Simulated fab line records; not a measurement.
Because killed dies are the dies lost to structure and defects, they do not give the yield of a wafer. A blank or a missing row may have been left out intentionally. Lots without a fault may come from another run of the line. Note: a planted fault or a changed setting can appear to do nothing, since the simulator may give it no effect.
fab line records	flow nand-harc
[record] lots = 12	wafers = 35	last-day = 25
route steps=1159 shown P_M2@331 P_BONDPAD@351 END@1159
lots that met no fault: from a run of the same line without faults
start-h: hours from the record's opening day to when the first of the lot's shown wafers began	wait-h: how many hours have passed since the lot's step before this one	" same as the row above	L1.1+2: a single row standing in for several wafers	- either no value or no given start	* or withheld: withheld	< > ~ a bound
route shown NAME@n: a module of which the file shows steps, and the number in the route of the first	usual: mean/standard deviation taken from wafers without a fault	same: alike in all rows	chamber/n: place in a boat	sites: per-site readings	_std_site: standard deviation of those values	_edge_site: outer sites' mean less inner sites'	radius-mm: how far each site lies from the wafer's centre	mask NAME#n: copy n	behind: the tool/chamber that last shaped the wafer	hold: cause of the lot's hold/its duration in hours/its outcome	device: transistor that didn't switch, given as n, p or np	end of line: the tests these same wafers got at the end of their route	step lacking rows: just its recipe	killed: the dies lost at the first sort to structure and to defects; this is not the yield of the wafer	map: shows each die of a wafer: x if killed, . if not, _ if none is there
set.NAME: the setting the step ran with; set.NAME@STEP: the setting that earlier step ran with	model.NAME: the simulator's own value behind a step, which no gauge read
a sample of lots followed through the steps of the route, with each step as a table and each wafer as a row
services: a tool's chamber out of use, with start hour (start-h, from the record's first day; less than 0 if before it), hours out, and reason
[[steps]]
[step NHARC_P_M2_DESCUM_14]
[recipe] time-s = 3	o2-flow-sccm = 200	ar-flow-sccm = 0	bias-power-w = 0	chemistry = O2
[usual] drypump-motor-current-A = 5.6/0.5	oes-product-au = 1.003/0.0072	rf-vpp-V = 57.9/0.91	showerhead-plenum-p-Torr = 1.92/0.068	throttle-valve-pct = 11.310/0.0088
lot.wafer	tool	chamber	start-h	wait-h	drypump-motor-current-A	oes-product-au	rf-hours-counter-h	rf-vpp-V	showerhead-plenum-p-Torr	throttle-valve-pct
L455.3	rie-diel-03	3	134.14	0.1	6.3	1.003	17	58.5	1.99	11.308
L455.6	"	1	"	"	5.5	0.987	-	60.6	2.05	11.305
L455.5	"	2	"	"	5.4	0.998	-	58.7	2.00	11.326
L454.4	rie-diel-03	3	135.85	0.1	6.4	1.003	17	58.0	1.99	11.290
L454.6	"	2	"	"	5.4	0.989	-	57.7	2.00	11.299
L454.5	"	3	"	"	6.4	0.998	-	58.8	1.99	11.303
L456.4	rie-diel-06	2	144.93	0.1	6.3	1.005	2	56.4	1.90	11.317
L456.1	"	3	"	"	5.3	1.006	2	58.8	1.95	11.316
L456.6	"	1	"	"	5.8	1.001	-	59.1	1.81	11.308
L459.3	rie-diel-03	0	155.43	0.1	5.4	1.002	19	57.1	1.81	11.310
L459.6	"	1	"	"	5.6	0.995	-	58.6	2.05	11.297
L469.3	rie-diel-06	0	226.80	0.1	4.8	1.000	5	57.9	1.92	11.305
L469.1	"	1	"	"	5.8	0.992	5	56.8	1.81	11.307
L469.6	"	0	"	"	4.8	1.005	-	57.3	1.92	11.311
L471.2	rie-diel-04	1	227.35	0.1	5.0	0.992	43	58.4	1.90	11.316
L471.4	"	3	"	"	6.2	0.991	44	59.2	1.94	11.319
L471.6	"	0	"	"	6.0	1.008	-	57.9	1.97	11.312
L470.4	rie-diel-04	2	227.80	0.1	5.6	1.003	35	58.8	1.87	11.311
L470.2	"	3	"	"	6.2	1.000	44	57.5	1.94	11.314
L470.5	"	3	"	"	6.2	0.995	-	57.0	1.94	11.301
L473.3	rie-diel-03	2	235.23	0.1	5.4	0.988	2	59.3	1.99	11.309
L473.2	"	0	"	"	5.4	1.006	2	56.7	1.81	11.303
L473.1	"	1	"	"	5.6	1.008	2	57.6	2.05	11.304
L474.4	rie-diel-04	3	242.67	0.1	6.1	0.998	52	57.8	1.93	11.307
L474.1	"	1	"	"	5.0	1.004	47	56.6	1.89	11.311
L474.6	"	2	"	"	5.6	1.001	-	57.9	1.87	11.309
L475.4	rie-diel-03	1	247.31	0.1	5.6	0.995	3	58.7	2.05	11.316
L475.2	"	2	"	"	5.4	0.990	3	57.3	1.99	11.303
L475.6	"	3	"	"	6.4	0.992	-	56.6	1.99	11.306
L476.2	rie-diel-06	1	257.43	0.1	5.8	1.010	0	58.6	1.81	11.311
L476.3	"	0	"	"	4.8	1.016	0	58.7	1.92	11.303
L476.5	"	1	"	"	5.8	1.002	-	57.9	1.81	11.323
L477.2	rie-diel-03	0	261.17	0.1	5.4	1.000	5	56.6	1.81	11.307
L477.1	"	3	"	"	6.3	0.994	6	58.3	1.99	11.318
L477.6	"	1	"	"	5.6	0.994	-	58.1	2.05	11.303
[step NHARC_P_M2_DEGAS_29]
[recipe] temp-c = 250	time-s = 60
[usual] heater-power-w = 335/44
lot.wafer	tool	chamber	start-h	wait-h	heater-power-w
L455.3	pvd-sputter-03	-	135.16	-	386
L455.6	"	-	"	"	288
L455.5	"	-	"	"	308
L454.4	pvd-sputter-02	-	136.87	-	395
L454.5	"	-	"	"	328
L454.6	"	-	"	"	395
L456.4	pvd-sputter-01	-	146.11	-	332
L456.1	"	-	"	"	262
L456.6	"	-	"	"	394
L459.3	pvd-sputter-03	-	156.59	-	293
L459.6	"	-	"	"	372
L469.1	pvd-sputter-02	-	227.84	-	409
L469.3	"	-	"	"	335
L469.6	"	-	"	"	310
L471.4	pvd-sputter-01	-	228.36	-	292
L471.2	"	-	"	"	259
L471.6	"	-	"	"	286
L470.2	pvd-sputter-01	-	228.83	-	288
L470.4	"	-	"	"	264
L470.5	"	-	"	"	294
L473.2	pvd-sputter-01	-	236.31	-	410
L473.1	"	-	"	"	353
L473.3	"	-	"	"	257
L474.1	pvd-sputter-02	-	243.71	-	400
L474.4	"	-	"	"	314
L474.6	"	-	"	"	414
L475.2	pvd-sputter-01	-	248.34	-	394
L475.4	"	-	"	"	355
L475.6	"	-	"	"	262
L476.3	pvd-sputter-03	-	258.46	-	295
L476.2	"	-	"	"	313
L476.5	"	-	"	"	299
L477.2	pvd-sputter-01	-	262.27	-	297
L477.1	"	-	"	"	401
L477.6	"	-	"	"	296
[step NHARC_P_M2_PRE_CLEAN_32]
[recipe] time-s = 12	temp-c = 370	rf-power-w = 300	gas = NH3
[usual] heater-power-w = 636/53
lot.wafer	tool	chamber	start-h	wait-h	heater-power-w
L455.3	pecvd-03	2	136.83	0.1	674
L455.5	"	0	"	"	614
L455.6	"	1	"	"	617
L454.5	pecvd-04	1	138.52	0.1	740
L454.4	"	2	"	"	639
L454.6	"	0	"	"	642
L456.1	pecvd-04	0	147.82	0.1	714
L456.4	"	0	"	"	732
L456.6	"	2	"	"	635
L459.3	pecvd-03	2	158.28	0.1	625
L459.6	"	1	"	"	604
L469.1	pecvd-03	0	229.47	0.1	604
L469.3	"	1	"	"	617
L469.6	"	2	"	"	694
L471.2	pecvd-03	2	230.03	0.1	642
L471.4	"	0	"	"	634
L471.6	"	1	"	"	581
L470.2	pecvd-02	1	230.50	0.1	616
L470.4	"	2	"	"	715
L470.5	"	0	"	"	598
L473.1	pecvd-02	2	237.93	0.1	753
L473.2	"	0	"	"	581
L473.3	"	1	"	"	573
L474.1	pecvd-04	2	245.33	0.1	599
L474.6	"	0	"	"	738
L474.4	"	1	"	"	616
L475.2	pecvd-03	1	250.16	0.1	596
L475.6	"	1	"	"	597
L475.4	"	2	"	"	625
L476.3	pecvd-04	2	260.10	0.1	685
L476.2	"	1	"	"	663
L476.5	"	0	"	"	666
L477.2	pecvd-02	1	264.02	0.1	565
L477.1	"	2	"	"	725
L477.6	"	0	"	"	667
[step NHARC_P_BONDPAD_DEP_00]
[recipe] target-thk-a = 2500	temp-c = 370	target-thk-nm = 250	pressure-torr = 3	flow-sccm = 200	rf-w = 450	material = SiCN
[usual] heater-power-w = 582/58
lot.wafer	tool	chamber	start-h	wait-h	heater-power-w
L455.3	pecvd-03	2	137.37	-	586
L455.5	"	0	"	"	572
L455.6	"	2	"	"	582
L454.6	pecvd-02	1	139.11	-	568
L454.4	"	2	"	"	665
L454.5	"	0	"	"	607
L456.1	pecvd-03	1	148.34	-	551
L456.6	"	0	"	"	531
L456.4	"	1	"	"	546
L459.3	pecvd-03	0	158.79	-	463
L459.6	"	0	"	"	469
L469.3	pecvd-02	1	230.01	-	552
L469.1	"	2	"	"	636
L469.6	"	0	"	"	569
L471.2	pecvd-04	0	230.57	-	633
L471.4	"	1	"	"	558
L471.6	"	0	"	"	663
L470.2	pecvd-03	0	231.02	-	469
L470.4	"	0	"	"	484
L470.5	"	1	"	"	529
L473.1	pecvd-03	1	238.42	-	524
L473.2	"	2	"	"	629
L473.3	"	1	"	"	525
L474.1	pecvd-02	1	245.87	-	504
L474.6	"	0	"	"	590
L474.4	"	2	"	"	610
L475.2	pecvd-03	2	250.71	-	671
L475.4	"	0	"	"	552
L475.6	"	2	"	"	664
L476.2	pecvd-03	2	260.59	-	616
L476.3	"	0	"	"	476
L476.5	"	1	"	"	573
L477.2	pecvd-02	1	264.52	-	543
L477.1	"	0	"	"	639
L477.6	"	1	"	"	572
[step NHARC_P_BONDPAD_THK_MEAS_33]
[recipe] thk-meas-gauge = ellipsometry
[usual] thk-nm = 200.0/1.4
lot.wafer	tool	chamber	start-h	wait-h	thk-nm
L455.3	film-metro-01	-	137.93	0.2	199.5
L455.5	"	-	"	"	199.2
L455.6	"	-	"	"	199.8
L454.4	film-metro-02	-	139.64	0.2	197.9
L454.5	"	-	"	"	201.0
L454.6	"	-	"	"	201.9
L456.1	film-metro-02	-	148.95	0.2	200.9
L456.4	"	-	"	"	142.8
L456.6	"	-	"	"	142.5
L459.3	film-metro-01	-	159.40	0.2	201.4
L459.6	"	-	"	"	135.8
L469.1	film-metro-02	-	230.62	0.2	199.4
L469.3	"	-	"	"	199.9
L469.6	"	-	"	"	201.6
L471.2	film-metro-02	-	231.30	0.2	199.3
L471.4	"	-	"	"	201.0
L471.6	"	-	"	"	198.8
L470.2	film-metro-01	-	231.66	0.2	201.0
L470.4	"	-	"	"	198.7
L470.5	"	-	"	"	198.6
L473.1	film-metro-02	-	239.29	0.2	201.7
L473.2	"	-	"	"	197.1
L473.3	"	-	"	"	199.8
L474.1	film-metro-01	-	246.48	0.2	198.8
L474.4	"	-	"	"	200.0
L474.6	"	-	"	"	197.2
L475.2	film-metro-02	-	251.28	0.2	201.0
L475.4	"	-	"	"	201.4
L475.6	"	-	"	"	202.1
L476.2	film-metro-02	-	261.25	0.2	201.4
L476.3	"	-	"	"	200.1
L476.5	"	-	"	"	200.5
L477.1	film-metro-01	-	265.18	0.2	200.0
L477.2	"	-	"	"	199.0
L477.6	"	-	"	"	199.9
[step NHARC_END_SORT_01]
[recipe] temp-c = 25
[usual] defect-limited-yield = 95.7/1.5	killed-at-array = 25/9.8	killed-at-other = 0.8/1.1	killed-at-periphery = 3.3/2.1	killed-dies = 29/10	killed-open = 3.3/1.8	killed-short = 1.9/1.4	sort_bin_2_pct = 1.3/0.6	sort_bin_3_pct = 0.25/0.23	sort_bin_4_pct = 2.8/0.97	sort-n-pass = 648/10	sort-rim-yield-pct = 95/3.2	sort-yield-pct = 95.7/1.5
[same] gross-dies = 677	sort_bin_5_pct[%] = 0	sort_bin_6_pct[%] = 0	sort_bin_7_pct[%] = 0	sort_bin_8_pct[%] = 0	sort-rim-n-gross = 106.00
lot.wafer	tool	chamber	start-h	wait-h	defect-limited-yield[%]	killed-at-array	killed-at-other	killed-at-periphery	killed-dies	killed-open	killed-short	sort_bin_2_pct[%]	sort_bin_3_pct[%]	sort_bin_4_pct[%]	sort-n-pass	sort-rim-yield-pct[%]	sort-yield-pct[%]
L454.4	prober-02	0	459.26	3.4	96.8	19	1	2	22	1	3	0.4	0.30	2.5	655	94	96.8
L454.5	prober-02	0	460.06	3.7	96.9	20	0	1	21	2	1	0.9	0	2.2	656	95	96.9
L454.6	prober-02	0	460.85	4.0	96.9	19	0	2	21	2	1	0.9	0.15	2.1	656	98	96.9
L455.3	prober-02	0	466.29	3.1	97.9	11	1	2	14	3	2	0.9	0	1.2	663	98	97.9
L455.5	prober-02	0	467.93	3.8	97.8	11	2	2	15	1	4	0.7	0	1.5	662	97	97.8
L455.6	prober-02	0	468.74	4.1	98.8	7	0	1	8	3	1	0.3	0	0.9	669	99	98.8
L456.1	prober-02	0	472.51	2.5	96.0	23	0	4	27	3	3	1.3	0.15	2.5	650	94	96.0
L456.4	prober-02	0	474.90	3.4	96.9	19	0	2	21	4	1	1.0	0.30	1.8	656	97	96.9
L456.6	prober-02	0	476.50	4.0	95.6	26	0	4	30	7	3	1.0	0	3.4	647	92	95.6
L459.3	prober-01	0	477.32	3.1	94.1	31	2	7	40	5	2	2.2	0	3.7	637	92	94.1
L459.6	prober-01	0	479.74	4.0	95.0	25	4	5	34	2	2	1.6	0.15	3.2	643	93	95.0
L470.2	prober-02	0	549.06	2.8	93.1	40	0	7	47	3	4	2.4	0.15	4.4	630	87	93.1
L470.4	prober-02	0	550.64	3.4	93.5	39	0	5	44	3	4	2.4	0.44	3.7	633	86	93.5
L470.5	prober-02	0	551.42	3.7	94.5	36	0	1	37	3	1	2.2	0.30	3.0	640	94	94.5
L473.1	prober-01	0	555.95	2.5	96.8	17	0	5	22	4	0	0.9	0.15	2.2	655	94	96.8
L473.2	prober-01	0	556.75	2.8	96.6	18	1	4	23	3	0	1.0	0.30	2.1	654	94	96.6
L473.3	prober-01	0	557.54	3.1	96.8	16	0	6	22	6	2	0.4	0.15	2.7	655	94	96.8
L475.2	prober-02	0	556.81	2.8	94.8	29	0	6	35	4	2	1.2	0.44	3.5	642	90	94.8
L475.4	prober-02	0	558.42	3.4	96.3	23	0	2	25	1	3	1.0	0.74	1.9	652	93	96.3
L475.6	prober-02	0	560.02	4.0	96.0	23	2	2	27	2	0	1.0	0.15	2.8	650	98	96.0
L471.2	prober-01	0	564.54	2.8	96.5	17	2	5	24	5	1	0.3	0.44	2.8	653	97	96.5
L471.4	prober-01	0	566.14	3.4	97.0	19	1	0	20	2	2	0.4	0	2.5	657	97	97.0
L471.6	prober-01	0	567.75	4.0	96.8	18	1	3	22	4	1	1.2	0.15	1.9	655	98	96.8
L469.1	prober-01	0	571.53	2.5	96.9	19	2	0	21	2	3	0.9	0.15	2.1	656	93	96.9
L469.3	prober-01	0	573.14	3.1	95.3	28	1	3	32	1	3	1.5	0.30	3.0	645	94	95.3
L469.6	prober-01	0	575.55	4.0	95.6	26	0	4	30	5	4	1.5	0.30	2.7	647	92	95.6
L474.1	prober-02	0	573.05	2.5	93.1	41	0	6	47	3	2	2.2	1.18	3.5	630	90	93.1
L474.4	prober-02	0	575.41	3.4	92.9	39	0	9	48	4	1	2.5	0.30	4.3	629	93	92.9
L474.6	prober-02	0	576.99	3.9	93.9	35	0	6	41	3	0	1.8	0.44	3.8	636	84	93.9
L476.2	prober-02	0	581.59	2.8	96.8	22	0	0	22	1	1	0.9	0.15	2.2	655	92	96.8
L476.3	prober-02	0	582.39	3.1	95.0	31	0	3	34	5	2	1.6	0.74	2.7	643	93	95.0
L476.5	prober-02	0	583.97	3.7	95.0	33	0	1	34	2	2	1.5	0.30	3.2	643	96	95.0
L477.1	prober-01	0	587.17	2.5	96.3	23	0	2	25	2	1	1.5	0.30	1.9	652	93	96.3
L477.2	prober-01	0	587.96	2.8	98.2	12	0	0	12	0	0	0.4	0	1.3	665	98	98.2
L477.6	prober-01	0	591.12	4.0	96.3	23	0	2	25	3	3	1.2	0.30	2.2	652	96	96.3
// killed by level:class
L454.4 A_CHANNEL_HOLE_D1:chamber-film-flake=10 A_WL_FILL:chamber-film-flake=3 A_CHANNEL_FILL_D1:chamber-film-flake=2 P_STI:geometric-particle:short=1 P_M0:geometric-particle:open=1 A_CHANNEL_FILL_D1:geometric-particle:short=1 A_CONTACT:geometric-particle:short=1 A_STAIRCASE:chamber-film-flake=1
L454.5 A_CHANNEL_HOLE_D1:chamber-film-flake=12 A_WL_FILL:chamber-film-flake=3 A_CONTACT:chamber-film-flake=3 P_CONTACT:geometric-particle:open=1 A_CHANNEL_HOLE_D1:geometric-particle:open=1 A_SGD_CUT:geometric-particle:short=1
L454.6 A_CHANNEL_HOLE_D1:chamber-film-flake=8 A_CONTACT:chamber-film-flake=5 A_STAIRCASE:chamber-film-flake=3 P_M0:geometric-particle:open=1 A_WL_FILL:geometric-particle:short=1 A_CONTACT:geometric-particle:open=1 P_GATE:chamber-film-flake=1 A_WL_FILL:chamber-film-flake=1
L455.3 A_CHANNEL_HOLE_D1:chamber-film-flake=4 A_STAIRCASE:chamber-film-flake=3 P_CONTACT:geometric-particle:open=1 P_CONTACT:geometric-particle:short=1 A_ONON_D1:geometric-particle:short=1 A_CHANNEL_HOLE_D1:geometric-particle:open=1 A_CONTACT:geometric-particle:open=1 A_ZERO_WELL:chamber-film-flake=1
L455.5 A_WL_FILL:chamber-film-flake=3 A_CHANNEL_HOLE_D1:chamber-film-flake=2 A_STAIRCASE:chamber-film-flake=2 P_CONTACT:geometric-particle:short=1 P_M0:geometric-particle:short=1 A_ONON_D1:geometric-particle:short=1 A_BLC:geometric-particle:open=1 STARTING-WAFER:geometric-particle:short=1
L455.6 A_CHANNEL_HOLE_D1:chamber-film-flake=2 P_M1:geometric-particle:open=1 A_CONTACT:geometric-particle:open=1 A_BLC:geometric-particle:short=1 A_M0:geometric-particle:open=1 A_STAIRCASE:chamber-film-flake=1 A_SLIT:chamber-film-flake=1
L456.1 A_CONTACT:chamber-film-flake=5 A_WL_FILL:chamber-film-flake=4 A_M1:chamber-film-flake=4 A_CHANNEL_HOLE_D1:chamber-film-flake=2 A_STAIRCASE:chamber-film-flake=2 P_CONTACT:geometric-particle:open=1 P_M0:geometric-particle:short=1 A_ONON_D1:geometric-particle:open=1
L456.4 A_SLIT:chamber-film-flake=6 A_CHANNEL_HOLE_D1:chamber-film-flake=4 A_CONTACT:chamber-film-flake=3 P_CONTACT:geometric-particle:open=1 A_ONON_D1:geometric-particle:open=1 A_CHANNEL_FILL_D1:geometric-particle:short=1 A_CONTACT:geometric-particle:open=1 A_M0:geometric-particle:open=1
L456.6 A_SLIT:chamber-film-flake=7 A_STAIRCASE:chamber-film-flake=4 P_M0:chamber-film-flake=3 A_ONON_D1:geometric-particle:open=2 A_M0:geometric-particle:open=2 A_M1:chamber-film-flake=2 A_ONON_D1:geometric-particle:short=1 A_CHANNEL_FILL_D1:geometric-particle:short=1
L459.3 A_CHANNEL_HOLE_D1:chamber-film-flake=14 A_CONTACT:chamber-film-flake=4 A_CONTACT:geometric-particle:open=3 A_STAIRCASE:chamber-film-flake=3 P_ZERO_WELL:chamber-film-flake=2 A_ZERO_WELL:chamber-film-flake=2 A_CHANNEL_FILL_D1:chamber-film-flake=2 HYBRID_BOND:chamber-film-flake=2
L459.6 A_CHANNEL_HOLE_D1:chamber-film-flake=9 P_ZERO_WELL:chamber-film-flake=4 A_STAIRCASE:chamber-film-flake=4 HYBRID_BOND:chamber-film-flake=3 A_CHANNEL_FILL_D1:chamber-film-flake=2 A_SGD_CUT:chamber-film-flake=2 A_SLIT:chamber-film-flake=2 A_CONTACT:chamber-film-flake=2
L470.2 A_CHANNEL_HOLE_D1:chamber-film-flake=20 A_SLIT:chamber-film-flake=12 A_STAIRCASE:chamber-film-flake=4 P_GATE:chamber-film-flake=3 A_ONON_D1:geometric-particle:short=2 A_M0:geometric-particle:open=2 P_CONTACT:geometric-particle:open=1 P_M0:geometric-particle:short=1
L470.4 A_CHANNEL_HOLE_D1:chamber-film-flake=18 A_SLIT:chamber-film-flake=10 A_CONTACT:geometric-particle:open=3 P_STI:chamber-film-flake=3 A_CONTACT:chamber-film-flake=3 A_STAIRCASE:chamber-film-flake=2 P_M0:geometric-particle:short=1 A_CHANNEL_HOLE_D1:geometric-particle:short=1
L470.5 A_SLIT:chamber-film-flake=16 A_CHANNEL_HOLE_D1:chamber-film-flake=14 A_CONTACT:chamber-film-flake=2 P_CONTACT:geometric-particle:short=1 A_CONTACT:geometric-particle:open=1 A_BLC:geometric-particle:open=1 A_M0:geometric-particle:open=1 A_STAIRCASE:chamber-film-flake=1
L473.1 A_STAIRCASE:chamber-film-flake=6 A_CHANNEL_HOLE_D1:chamber-film-flake=5 A_CONTACT:chamber-film-flake=4 P_GATE:geometric-particle:open=1 P_M0:geometric-particle:open=1 P_M2:geometric-particle:open=1 A_BLC:geometric-particle:open=1 P_STI:chamber-film-flake=1
L473.2 A_CHANNEL_HOLE_D1:chamber-film-flake=10 A_CONTACT:chamber-film-flake=5 P_STI:chamber-film-flake=3 A_STAIRCASE:chamber-film-flake=2 P_CONTACT:geometric-particle:open=1 A_BLC:geometric-particle:open=1 STARTING-WAFER:geometric-particle:open=1
L475.2 A_SLIT:chamber-film-flake=12 A_CHANNEL_HOLE_D1:chamber-film-flake=4 P_GATE:chamber-film-flake=3 A_CONTACT:chamber-film-flake=3 A_STAIRCASE:chamber-film-flake=2 A_WL_FILL:chamber-film-flake=2 P_STI:geometric-particle:open=1 P_M0:geometric-particle:open=1
L473.3 A_CHANNEL_HOLE_D1:chamber-film-flake=4 A_CONTACT:chamber-film-flake=4 A_CONTACT:geometric-particle:open=3 P_STI:chamber-film-flake=3 A_STAIRCASE:chamber-film-flake=2 P_GATE:geometric-particle:open=1 P_M2:geometric-particle:open=1 A_SGD_CUT:geometric-particle:short=1
L475.4 A_SLIT:chamber-film-flake=10 A_STAIRCASE:chamber-film-flake=3 A_CONTACT:chamber-film-flake=3 A_CHANNEL_HOLE_D1:geometric-particle:short=2 P_GATE:chamber-film-flake=2 A_CHANNEL_HOLE_D1:chamber-film-flake=2 A_CHANNEL_FILL_D1:geometric-particle:open=1 A_WL_FILL:geometric-particle:short=1
L475.6 A_SLIT:chamber-film-flake=17 A_CHANNEL_HOLE_D1:chamber-film-flake=2 THIN_TSV:chamber-film-flake=2 A_ONON_D1:geometric-particle:open=1 A_M1:geometric-particle:open=1 P_ZERO_WELL:chamber-film-flake=1 P_GATE:chamber-film-flake=1 A_WL_FILL:chamber-film-flake=1
L471.2 A_CHANNEL_HOLE_D1:chamber-film-flake=4 A_CONTACT:chamber-film-flake=4 A_STAIRCASE:chamber-film-flake=3 A_CONTACT:geometric-particle:open=2 P_GATE:chamber-film-flake=2 THIN_TSV:chamber-film-flake=2 P_GATE:geometric-particle:open=1 P_M0:geometric-particle:open=1
L471.4 A_CHANNEL_HOLE_D1:chamber-film-flake=6 A_STAIRCASE:chamber-film-flake=5 A_CONTACT:chamber-film-flake=4 A_CHANNEL_FILL_D1:geometric-particle:short=1 A_CONTACT:geometric-particle:short=1 A_CONTACT:geometric-particle:open=1 A_BLC:geometric-particle:open=1 THIN_TSV:chamber-film-flake=1
L471.6 A_CONTACT:chamber-film-flake=7 A_STAIRCASE:chamber-film-flake=5 A_CHANNEL_HOLE_D1:chamber-film-flake=3 A_ONON_D1:geometric-particle:open=2 P_STI:geometric-particle:short=1 P_M0:geometric-particle:open=1 A_M0:geometric-particle:open=1 P_M1:chamber-film-flake=1
L469.1 A_CHANNEL_HOLE_D1:chamber-film-flake=6 A_CONTACT:chamber-film-flake=4 A_STAIRCASE:chamber-film-flake=3 A_CONTACT:geometric-particle:open=2 THIN_TSV:chamber-film-flake=2 A_CHANNEL_FILL_D1:geometric-particle:short=1 A_STAIRCASE:geometric-particle:short=1 A_WL_FILL:geometric-particle:short=1
L474.1 A_CHANNEL_HOLE_D1:chamber-film-flake=19 A_SLIT:chamber-film-flake=11 P_M1:chamber-film-flake=4 A_CONTACT:chamber-film-flake=2 A_CHANNEL_FILL_D1:chamber-film-flake=2 P_GATE:geometric-particle:open=1 A_SOURCE_PLATE:geometric-particle:short=1 A_ONON_D1:geometric-particle:short=1
L469.3 A_CHANNEL_HOLE_D1:chamber-film-flake=19 A_CONTACT:chamber-film-flake=3 A_WL_FILL:chamber-film-flake=2 P_M0:geometric-particle:short=1 A_ONON_D1:geometric-particle:short=1 A_CONTACT:geometric-particle:open=1 A_CONTACT:geometric-particle:short=1 P_ZERO_WELL:chamber-film-flake=1
L474.4 A_SLIT:chamber-film-flake=20 A_CHANNEL_HOLE_D1:chamber-film-flake=11 P_M1:chamber-film-flake=5 P_GATE:chamber-film-flake=3 A_BLC:geometric-particle:open=2 A_CONTACT:geometric-particle:short=1 A_M0:geometric-particle:open=1 A_M1:geometric-particle:open=1
L469.6 A_CHANNEL_HOLE_D1:chamber-film-flake=13 A_STAIRCASE:chamber-film-flake=5 P_STI:geometric-particle:short=1 P_M2:geometric-particle:open=1 A_SOURCE_PLATE:geometric-particle:short=1 A_ONON_D1:geometric-particle:open=1 A_SGD_CUT:geometric-particle:open=1 A_WL_FILL:geometric-particle:short=1
L474.6 A_CHANNEL_HOLE_D1:chamber-film-flake=18 A_SLIT:chamber-film-flake=9 P_M1:chamber-film-flake=4 P_GATE:chamber-film-flake=2 A_BLC:chamber-film-flake=2 A_ONON_D1:geometric-particle:open=1 A_WL_FILL:geometric-particle:open=1 A_M0:geometric-particle:open=1
L476.2 A_SLIT:chamber-film-flake=8 A_STAIRCASE:chamber-film-flake=5 A_CHANNEL_HOLE_D1:chamber-film-flake=3 A_CONTACT:chamber-film-flake=2 A_BLC:chamber-film-flake=2 A_ONON_D1:geometric-particle:open=1 A_SGD_CUT:geometric-particle:short=1
L476.3 A_SLIT:chamber-film-flake=13 A_CHANNEL_HOLE_D1:chamber-film-flake=7 A_CONTACT:chamber-film-flake=3 A_CONTACT:geometric-particle:open=2 A_STAIRCASE:chamber-film-flake=2 P_M0:geometric-particle:short=1 P_M0:geometric-particle:open=1 A_ONON_D1:geometric-particle:open=1
L476.5 A_CONTACT:chamber-film-flake=12 A_CHANNEL_HOLE_D1:chamber-film-flake=7 A_SLIT:chamber-film-flake=7 A_WL_FILL:chamber-film-flake=2 P_CONTACT:geometric-particle:open=1 A_ONON_D1:geometric-particle:short=1 A_CONTACT:geometric-particle:short=1 A_BLC:geometric-particle:open=1
L477.1 A_CHANNEL_HOLE_D1:chamber-film-flake=7 A_STAIRCASE:chamber-film-flake=6 A_CONTACT:chamber-film-flake=6 A_CHANNEL_FILL_D1:geometric-particle:open=1 A_WL_FILL:geometric-particle:short=1 A_WL_FILL:geometric-particle:open=1 P_GATE:chamber-film-flake=1 P_BONDPAD:chamber-film-flake=1
L477.2 A_CHANNEL_HOLE_D1:chamber-film-flake=6 A_STAIRCASE:chamber-film-flake=3 A_CONTACT:chamber-film-flake=2 A_CHANNEL_FILL_D1:chamber-film-flake=1
L477.6 A_CHANNEL_HOLE_D1:chamber-film-flake=9 A_STAIRCASE:chamber-film-flake=4 A_CHANNEL_FILL_D1:chamber-film-flake=3 A_WL_FILL:geometric-particle:open=2 P_M2:geometric-particle:short=1 A_CONTACT:geometric-particle:short=1 A_CONTACT:geometric-particle:open=1 A_BLC:geometric-particle:short=1
[[services]]
tool	chamber	start-h	hours	kind
pecvd-03	-	111.00	13.0	pm
pecvd-03	0	111.00	19.8	vent-cycle
pecvd-03	1	111.00	19.8	vent-cycle
pecvd-03	2	111.00	19.8	vent-cycle
rie-diel-04	-	112.04	9.0	pm
rie-diel-06	2	112.25	7.4	repair
rie-diel-06	2	137.44	7.2	repair
pvd-sputter-03	-	149.10	1.8	repair
pecvd-02	-	153.17	13.0	pm
pecvd-02	0	153.17	13.0	vent-cycle
pvd-sputter-03	-	157.13	3.6	repair
pvd-sputter-01	-	161.99	10.0	pm
rie-diel-03	-	166.74	1.7	repair
rie-diel-06	1	190.10	4.3	repair
pecvd-04	-	195.95	13.0	pm
rie-diel-04	2	196.01	14.9	repair
pvd-sputter-02	-	214.06	10.0	pm
rie-diel-03	-	215.33	9.0	pm
pvd-sputter-03	-	221.23	11.6	repair
pecvd-04	2	229.12	7.9	repair
rie-diel-04	1	229.80	3.6	repair
pecvd-03	0	231.24	10.6	repair
rie-diel-06	-	241.20	9.0	pm
rie-diel-04	1	253.92	2.7	repair
[[key]]
[first-sign] step = NHARC_P_BONDPAD_THK_MEAS_33	reading = thk-nm	direction = down	sigmas = 42	usual = 200.0	struck = 140.4
effect none on later readings
met-at NHARC_P_BONDPAD_DEP_00
struck-lots L456,L459
struck-wafers L456.4,L456.6,L459.6
not-acting-at NHARC_P_M2_DESCUM_14,NHARC_P_M2_DEGAS_29,NHARC_P_M2_PRE_CLEAN_32
onset-between 137.37 148.34
[fault] kind = process-parameter-drift	tool = pecvd-03	chamber = -	onset-h = 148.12	steps = NHARC_P_BONDPAD_DEP_00	channel = target-thk-nm	offset = -110.65	shape = step	end-h = 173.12	scope = struck-wafers-only	acts-in = these-recipes-only	stated = 250
